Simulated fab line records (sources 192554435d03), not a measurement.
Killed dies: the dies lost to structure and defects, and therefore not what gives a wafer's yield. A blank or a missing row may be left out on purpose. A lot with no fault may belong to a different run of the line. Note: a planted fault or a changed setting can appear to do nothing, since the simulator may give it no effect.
A lot that was struck, set against a sound lot || flow n5-finfet || 16 out of 1938 route steps
Sound: the wafers L731.1, L731.2, L731.6. Struck: wafer L720.5 (left out: L720.3, a lot-mate that was not struck); the cause follows at the end.
Each step with rows lists, per side, the tool, then ch with its chambers, then its first start. Under that, the readings that differ: sound wafers || struck wafers || difference of the means || sigmas: that difference in standard deviations of wafers without a fault.
alike: readings with means less than 2 such deviations apart, plus words and numbers identical on both sides. not compared: withheld readings, readings lacking a value on some wafer, bounds such as >300 that could conceal the same value, and numbers that have no deviation in the record and whose values overlap.
A row with sigmas, a row that says differs or no value, or rows on one side alone: a step with any of these is where the two part. Numbers that don't overlap but have no deviation are shown without sigmas and don't part them. A reading missing from all wafers of one side parts the sides only when that side holds two or more wafers.

first, 9 steps without rows for these wafers: N5_BEOL_M0_SAQP_COAT_34 (resist thk 30 nm); N5_BEOL_M0_SAQP_EBR_36; N5_BEOL_M0_SAQP_SOFTBAKE_35 (time 60 s); N5_BEOL_M0_SAQP_EXPOSE_37 (exposes mask M0 CUT1, target cd 30 nm); N5_BEOL_M0_SAQP_PEB_38 (peb time 60 s); N5_BEOL_M0_SAQP_DEVELOP_39 (develop time 30 s); N5_BEOL_M0_SAQP_DESCUM_45 (chemistry O2, time 7 s); N5_BEOL_M0_SAQP_ETCH_88 (etches underlayer in N2/H2, target depth 6.5 nm, time 5.2 s); N5_BEOL_M0_SAQP_ETCH_73 (etches SiARC in CF4, target depth 19.5 nm, time 32.5 s).
N5_BEOL_M0_SAQP_CUT_ETCH_46: etches SOC in N2/H2, target depth 135 nm, overetch 27 nm, time 202.5 s.
  sound on rie-diel-04 ch 0,2,3, day 11 05:45; struck on rie-diel-04 ch 2, day 8 21:50
{"reading": "model.SiARC_of_BEOL_M0_SAQP_COAT_72.thk-nm (nm)", "sound": "5 5 5", "struck": 3.8, "difference": -1.2, "sigmas": ""}
{"reading": "model.BEOL_M0_SAQP.cd-nm (nm)", "sound": "30 29.8 30.2", "struck": 30.6, "difference": "+0.6", "sigmas": ""}
  alike: drypump-motor-current-A, h2-flow-sccm, rf-vpp-V, showerhead-plenum-p-Torr, throttle-valve-pct
  not compared: rf-hours-counter-h
then, 3 steps without rows for these wafers: N5_BEOL_M0_SAQP_STRIP_74 (strips in N2/H2); N5_BEOL_M0_SAQP_STRIP_89 (strips in N2/H2); N5_BEOL_M0_SAQP_ALD_48 (deposits SiO2, target thk 20 nm, pulse time 1 s, co reactant pulse time 1 s).
N5_BEOL_M0_SAQP_ETCH_49: etches SiO2 in CF4/O2, target depth 37 nm.
  sound on rie-diel-03 ch 0,1,3, day 11 07:25; struck on rie-diel-01 ch 1, day 8 22:44
{"reading": "drypump-motor-current-A (A)", "sound": "6.1 6.4 5.2", "struck": 4.7, "difference": -1.2, "sigmas": -2}
{"reading": "model.BEOL_M0_SAQP.cd-nm (nm)", "sound": "30 29.8 30.2", "struck": 30.6, "difference": "+0.6", "sigmas": ""}
  alike: oes-product-au, rf-vpp-V, showerhead-plenum-p-Torr, throttle-valve-pct
  not compared: rf-hours-counter-h
then, 1 step without rows for these wafers: N5_BEOL_M0_SAQP_STRIP_75 (strips in CF4).
-- a jump in the record: the struck wafers' starts before and after are 2 days apart (it breaks off in module BEOL_M0_SAQP and resumes in module BEOL_M4, where the first step shown is number 1111 of the route) --
N5_BEOL_M4_RC_MEAS_101:
  sound on prober-01 ch 0, day 13 17:46; struck on prober-01 ch 0, day 11 08:41
{"reading": "VT_P (mV)", "sound": "-255.3 -255.5 -253.5", "struck": -248.4, "difference": "+6.4", "sigmas": "+2"}
  alike: DIBL_N, DIBL_P, IOFF_N, IOFF_P, ION_N, ION_P, SS_N, SS_P, VT_N

WHERE THEY PART
At N5_BEOL_M0_SAQP_ETCH_49 first; at N5_BEOL_M4_RC_MEAS_101 last (within this record only).

WHY: what the simulator had put in
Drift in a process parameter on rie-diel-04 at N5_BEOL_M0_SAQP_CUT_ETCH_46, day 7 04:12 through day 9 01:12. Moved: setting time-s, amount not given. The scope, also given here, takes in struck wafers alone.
